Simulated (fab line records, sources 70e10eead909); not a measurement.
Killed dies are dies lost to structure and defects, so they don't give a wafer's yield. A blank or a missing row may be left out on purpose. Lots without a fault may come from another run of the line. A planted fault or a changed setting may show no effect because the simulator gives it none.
Which tool did it? | flow nand_harc | 24 lots, 72 wafers sampled, at 4 steps of a route of 1302

WHAT THE GAUGES READ, wafer by wafer
NHARC_P_ZERO_WELL_INSPECT_43. Usual: raw_defect_count 14, standard deviation 6.9.
lot  | measured     | on                | raw_defect_count | flag
L074 | day 2 03:41  | defect_inspect-01 | 10 6 18          |
L075 | day 2 14:59  | defect_inspect-01 | 5 5 9            |
L076 | day 2 23:49  | defect_inspect-02 | 8 20 27          |
L077 | day 3 09:23  | defect_inspect-02 | 14 13 18         |
L078 | day 3 19:43  | defect_inspect-01 | 7 11 9           |
L079 | day 4 05:34  | defect_inspect-02 | 9 13 9           |
L080 | day 4 15:34  | defect_inspect-01 | 17 29 17         |
L081 | day 5 02:24  | defect_inspect-02 | 6 9 16           |
L082 | day 5 12:38  | defect_inspect-01 | 19 12 10         |
L083 | day 5 21:29  | defect_inspect-01 | 14 16 16         |
L084 | day 6 10:05  | defect_inspect-02 | 7 20 13          |
L085 | day 6 17:52  | defect_inspect-02 | 10 32 6          |
L086 | day 7 03:55  | defect_inspect-02 | 22 20 20         |
L087 | day 7 13:29  | defect_inspect-01 | 9 9 3            |
L088 | day 8 00:05  | defect_inspect-01 | 5 14 5           |
L089 | day 8 09:43  | defect_inspect-01 | 15 18 10         |
L090 | day 8 20:05  | defect_inspect-02 | 11 23 17         |
L091 | day 9 06:07  | defect_inspect-01 | 22 14 12         |
L092 | day 9 18:26  | defect_inspect-02 | 5 6 10           |
L093 | day 10 01:54 | defect_inspect-01 | 8 20 5           |
L094 | day 10 11:35 | defect_inspect-01 | 8 3 10           |
L095 | day 10 21:31 | defect_inspect-01 | 5 12 3           |
L096 | day 11 08:11 | defect_inspect-01 | 24 24 15         |
L097 | day 11 17:40 | defect_inspect-02 | 10 15 10         |

NHARC_P_GATE_CD_MEAS_46: target cd 720 nm. Usual: cd_nm 720.5 nm, standard deviation 1.8.
lot  | measured     | on        | cd_nm (nm)        | flag
L074 | day 5 12:16  | cd_sem-03 | 721.8 719.6 724.9 |
L075 | day 6 01:29  | cd_sem-02 | 718.1 720.9 719.8 |
L076 | day 6 03:41  | cd_sem-01 | 720.9 719.8 721.5 |
L077 | day 6 19:36  | cd_sem-03 | 722.9 723.1 720.1 |
L078 | day 7 02:44  | cd_sem-02 | 719.9 717.2 719.3 |
L079 | day 7 18:07  | cd_sem-02 | 721.0 720.0 724.5 |
L080 | day 8 04:55  | cd_sem-02 | 719.3 719.7 718.8 |
L081 | day 8 16:53  | cd_sem-01 | 720.8 719.8 719.7 |
L082 | day 9 05:48  | cd_sem-01 | 719.8 716.9 721.8 |
L083 | day 9 13:27  | cd_sem-02 | 719.7 719.2 719.6 |
L084 | day 10 03:45 | cd_sem-01 | 718.3 720.8 719.8 |
L085 | day 10 12:10 | cd_sem-03 | 721.6 719.7 721.2 |
L086 | day 10 12:00 | cd_sem-01 | 722.8 721.3 719.1 |
L087 | day 10 23:17 | cd_sem-03 | 720.8 721.3 721.4 |
L088 | day 11 15:17 | cd_sem-02 | 720.4 723.8 721.4 |
L089 | day 12 02:14 | cd_sem-03 | 723.5 722.3 719.5 |
L090 | day 12 05:28 | cd_sem-03 | 722.8 723.1 723.2 |
L091 | day 12 18:00 | cd_sem-02 | 722.3 721.7 722.5 |
L092 | day 13 03:47 | cd_sem-01 | 720.4 719.3 718.6 |
L093 | day 13 04:16 | cd_sem-02 | 716.0 721.7 720.7 |
L094 | day 13 18:14 | cd_sem-01 | 717.9 717.9 719.6 |
L095 | day 14 04:36 | cd_sem-02 | 720.3 721.1 721.8 |
L096 | day 14 13:26 | cd_sem-01 | 721.5 720.8 722.4 |
L097 | day 15 04:14 | cd_sem-01 | 719.4 720.0 719.6 |

WHICH TOOL RAN EACH LOT (tool, then ch and the chambers of the sampled wafers, then the start)
lot  | NHARC_P_ZERO_WELL_DESCUM_54        | NHARC_P_STI_ETCH_31
L074 | rie_diel-06 ch 0,2,3, day 2 02:03  | rie_diel-08 ch 2,3, day 5 12:16 or earlier
L075 | rie_diel-06 ch 0,1, day 2 13:15    | rie_diel-08 ch 2,3, day 6 01:29 or earlier
L076 | rie_diel-13 ch 1,3, day 2 22:10    | rie_diel-11 ch 0,2,3, day 6 03:41 or earlier
L077 | rie_diel-13 ch 1,2, day 3 07:44    | rie_diel-08 ch 1,2, day 6 19:36 or earlier
L078 | rie_diel-06 ch 1,2,3, day 3 18:02  | rie_diel-08 ch 0,2,3, day 7 02:44 or earlier
L079 | rie_diel-13 ch 0,1,3, day 4 03:55  | rie_diel-10 ch 0,1,2, day 7 18:07 or earlier
L080 | rie_diel-01 ch 1,3, day 4 13:55    | rie_diel-11 ch 0,2,3, day 8 04:55 or earlier
L081 | rie_diel-06 ch 0,2,3, day 5 00:07  | rie_diel-10 ch 1,2,3, day 8 16:53 or earlier
L082 | rie_diel-01 ch 0,1,2, day 5 10:58  | rie_diel-08 ch 1,3, day 9 05:48 or earlier
L083 | rie_diel-01 ch 1,3, day 5 19:49    | rie_diel-11 ch 1,2,3, day 9 13:27 or earlier
L084 | rie_diel-13 ch 0,1, day 6 08:26    | rie_diel-08 ch 0,2,3, day 10 03:45 or earlier
L085 | rie_diel-13 ch 1,2,3, day 6 16:14  | rie_diel-08 ch 2,3, day 10 12:10 or earlier
L086 | rie_diel-13 ch 1,2,3, day 7 02:16  | rie_diel-10 ch 0,2,3, day 10 12:00 or earlier
L087 | rie_diel-06 ch 0,1,3, day 7 11:51  | rie_diel-08 ch 0,1, day 10 23:17 or earlier
L088 | rie_diel-01 ch 1,2,3, day 7 21:47  | rie_diel-11 ch 1,2,3, day 11 15:17 or earlier
L089 | rie_diel-13 ch 0,1,2, day 8 08:05  | rie_diel-11 ch 2,3, day 12 02:14 or earlier
L090 | rie_diel-06 ch 0,2, day 8 18:28    | rie_diel-08 ch 2,3, day 12 05:28 or earlier
L091 | rie_diel-01 ch 0,2, day 9 04:28    | rie_diel-11 ch 1,2,3, day 12 18:00 or earlier
L092 | rie_diel-06 ch 0,1,3, day 9 16:47  | rie_diel-11 ch 0,1, day 13 03:47 or earlier
L093 | rie_diel-06 ch 0,1, day 10 00:15   | rie_diel-11 ch 0,1,2, day 13 04:16 or earlier
L094 | rie_diel-13 ch 0,1,3, day 10 09:57 | rie_diel-11 ch 1,2,3, day 13 18:14 or earlier
L095 | rie_diel-01 ch 1,2,3, day 10 19:53 | rie_diel-10 ch 1,3, day 14 04:36 or earlier
L096 | rie_diel-13 ch 0,1,3, day 11 06:31 | rie_diel-10 ch 0,2,3, day 14 13:26 or earlier
L097 | rie_diel-01 ch 1,2,3, day 11 16:01 | rie_diel-08 ch 2,3, day 15 04:14 or earlier
- NHARC_P_ZERO_WELL_DESCUM_54: chemistry O2, time 3 s.
- NHARC_P_STI_ETCH_31: etches the open film in CF4/CHF3, target depth 108.9 nm, time 54.5 s.

WHAT THE TOOLS THEMSELVES READ (means of the sampled wafers that have a number; where no wafer has one, the mark that the record gives instead)
NHARC_P_ZERO_WELL_DESCUM_54. Usual: chamber_pressure_mTorr 60.00 mTorr, standard deviation 0.054; drypump_motor_current_A 5.7 A, standard deviation 0.34; oes_product_au 0.998 a.u., standard deviation 0.01; rf_vpp_V 57.8 V, standard deviation 0.97; showerhead_plenum_p_Torr 1.95 Torr, standard deviation 0.084; throttle_valve_pct 11.312 %, standard deviation 0.0092.
lot  | tool        | chamber_pressure_mTorr (mTorr) | drypump_motor_current_A (A) | oes_product_au (a.u.) | rf_vpp_V (V) | showerhead_plenum_p_Torr (Torr) | throttle_valve_pct (%) | flag
L074 | rie_diel-06 | 59.96                          | 5.6                         | 0.998                 | 57.1         | 1.93                            | 11.311                 |
L075 | rie_diel-06 | 60.04                          | 5.5                         | 0.996                 | 57.4         | 1.82                            | 11.315                 |
L076 | rie_diel-13 | 59.95                          | 5.9                         | 1.000                 | 57.0         | 2.00                            | 11.302                 |
L077 | rie_diel-13 | 59.98                          | 5.8                         | 0.995                 | 57.8         | 2.03                            | 11.311                 |
L078 | rie_diel-06 | 59.93                          | 5.7                         | 0.988                 | 57.2         | 1.90                            | 11.313                 |
L079 | rie_diel-13 | 59.99                          | 5.7                         | 0.996                 | 58.1         | 2.01                            | 11.318                 |
L080 | rie_diel-01 | 59.95                          | 6.0                         | 1.008                 | 57.6         | 2.00                            | 11.315                 |
L081 | rie_diel-06 | 59.99                          | 5.6                         | 0.993                 | 57.2         | 1.92                            | 11.307                 |
L082 | rie_diel-01 | 60.01                          | 5.6                         | 0.990                 | 56.4         | 1.88                            | 11.316                 |
L083 | rie_diel-01 | 60.00                          | 6.1                         | 1.004                 | 58.6         | 2.03                            | 11.313                 |
L084 | rie_diel-13 | 60.07                          | 5.5                         | 0.990                 | 58.5         | 2.01                            | 11.316                 |
L085 | rie_diel-13 | 60.04                          | 5.8                         | 1.000                 | 58.4         | 1.99                            | 11.307                 |
L086 | rie_diel-13 | 60.09                          | 5.8                         | 1.001                 | 58.0         | 1.99                            | 11.311                 |
L087 | rie_diel-06 | 60.00                          | 5.4                         | 0.999                 | 57.9         | 1.86                            | 11.316                 |
L088 | rie_diel-01 | 60.00                          | 5.9                         | 0.999                 | 58.2         | 1.98                            | 11.313                 |
L089 | rie_diel-13 | 60.03                          | 5.5                         | 1.007                 | 58.3         | 2.00                            | 11.314                 |
L090 | rie_diel-06 | 59.98                          | 5.9                         | 1.002                 | 58.3         | 1.92                            | 11.308                 |
L091 | rie_diel-01 | 60.02                          | 5.4                         | 0.996                 | 57.6         | 1.81                            | 11.306                 |
L092 | rie_diel-06 | 59.99                          | 5.4                         | 0.996                 | 56.9         | 1.86                            | 11.315                 |
L093 | rie_diel-06 | 60.03                          | 5.5                         | 0.994                 | 57.3         | 1.81                            | 11.317                 |
L094 | rie_diel-13 | 59.98                          | 5.7                         | 1.003                 | 57.8         | 1.99                            | 11.308                 |
L095 | rie_diel-01 | 59.99                          | 5.9                         | 0.994                 | 58.5         | 1.97                            | 11.306                 |
L096 | rie_diel-13 | 60.02                          | 5.7                         | 1.003                 | 58.3         | 1.99                            | 11.316                 |
L097 | rie_diel-01 | 59.98                          | 5.9                         | 0.985                 | 57.9         | 1.97                            | 11.323                 |

NHARC_P_STI_ETCH_31. Usual: cf4_flow_sccm 100.0 sccm, standard deviation 0.3; chamber_pressure_mTorr 24.999 mTorr, standard deviation 0.022; drypump_motor_current_A 5.4 A, standard deviation 0.55; oes_product_au 0.955 a.u., standard deviation 0.018; rf_vpp_V 371.6 V, standard deviation 2.5; showerhead_plenum_p_Torr 1.60 Torr, standard deviation 0.072; throttle_valve_pct 16.801 %, standard deviation 0.0098.
lot  | tool        | cf4_flow_sccm (sccm) | chamber_pressure_mTorr (mTorr) | drypump_motor_current_A (A) | oes_product_au (a.u.) | rf_vpp_V (V) | showerhead_plenum_p_Torr (Torr) | throttle_valve_pct (%) | flag
L074 | rie_diel-08 | 99.9                 | 24.975                         | 5.5                         | 0.964                 | 372.2        | 1.62                            | 16.795                 |
L075 | rie_diel-08 | 100.2                | 24.976                         | 5.5                         | 0.955                 | 372.8        | 1.62                            | 16.819                 |
L076 | rie_diel-11 | 100.1                | 24.995                         | 5.9                         | 0.967                 | 371.0        | 1.59                            | 16.804                 |
L077 | rie_diel-08 | 100.1                | 25.021                         | 5.0                         | 0.917                 | 372.1        | 1.63                            | 16.802                 |
L078 | rie_diel-08 | 99.9                 | 24.990                         | 5.2                         | 0.969                 | 370.5        | 1.57                            | 16.796                 |
L079 | rie_diel-10 | 100.0                | 25.001                         | 5.8                         | 0.950                 | 371.4        | 1.58                            | 16.803                 |
L080 | rie_diel-11 | 100.2                | 24.996                         | 6.0                         | 0.969                 | 370.7        | 1.59                            | 16.796                 |
L081 | rie_diel-10 | 99.9                 | 25.010                         | 5.6                         | 0.950                 | 370.8        | 1.60                            | 16.794                 |
L082 | rie_diel-08 | 100.1                | 25.013                         | 5.4                         | 0.943                 | 373.8        | 1.65                            | 16.791                 |
L083 | rie_diel-11 | 100.0                | 24.989                         | 5.8                         | 0.957                 | 372.5        | 1.66                            | 16.804                 |
L084 | rie_diel-08 | 99.8                 | 25.014                         | 5.2                         | 0.961                 | 370.6        | 1.57                            | 16.787                 |
L085 | rie_diel-08 | 99.7                 | 24.998                         | 5.5                         | 0.959                 | 372.0        | 1.62                            | 16.810                 |
L086 | rie_diel-10 | 100.0                | 24.990                         | 5.2                         | 0.956                 | 371.5        | 1.59                            | 16.788                 |
L087 | rie_diel-08 | 99.8                 | 25.024                         | 4.9                         | 0.937                 | 372.5        | 1.62                            | 16.805                 |
L088 | rie_diel-11 | 100.0                | 24.996                         | 5.8                         | 0.912                 | 373.9        | 1.65                            | 16.807                 |
L089 | rie_diel-11 | 100.5                | 25.001                         | 6.2                         | 0.969                 | 373.1        | 1.64                            | 16.802                 |
L090 | rie_diel-08 | 100.0                | 24.994                         | 5.2                         | 0.974                 | 371.5        | 1.61                            | 16.799                 |
L091 | rie_diel-11 | 100.2                | 24.984                         | 5.8                         | 0.955                 | 373.3        | 1.65                            | 16.802                 |
L092 | rie_diel-11 | 99.8                 | 24.999                         | 5.1                         | 0.957                 | 371.9        | 1.61                            | 16.805                 |
L093 | rie_diel-11 | 100.2                | 24.997                         | 5.6                         | 0.970                 | 371.0        | 1.60                            | 16.795                 |
L094 | rie_diel-11 | 99.9                 | 25.015                         | 5.8                         | 0.954                 | 373.1        | 1.65                            | 16.797                 |
L095 | rie_diel-10 | 99.8                 | 25.001                         | 5.3                         | 0.966                 | 372.1        | 1.62                            | 16.798                 |
L096 | rie_diel-10 | 99.5                 | 24.994                         | 5.3                         | 0.966                 | 370.9        | 1.59                            | 16.797                 |
L097 | rie_diel-08 | 99.9                 | 24.990                         | 5.3                         | 0.931                 | 372.5        | 1.61                            | 16.800                 |

THE ANSWER, worked out from the rows above alone
Rule: a lot is off if the mean of its wafers that have a number lies more than 3 standard deviations from the usual mean. A lot without any number at a reading at which 4 lots or more have one is off too. The other lots that the step has rows for count as sound. The gauges are gone through in route order, then the tools' own readings, and for those a lot's mean is taken as printed above. The first step at which some lot is off is used, and at that step the reading that is off furthest; a lot without a number counts as furthest.
No lot is off at any reading shown: from this, nothing can be told.

WHAT THE SIMULATOR HAD PUT IN
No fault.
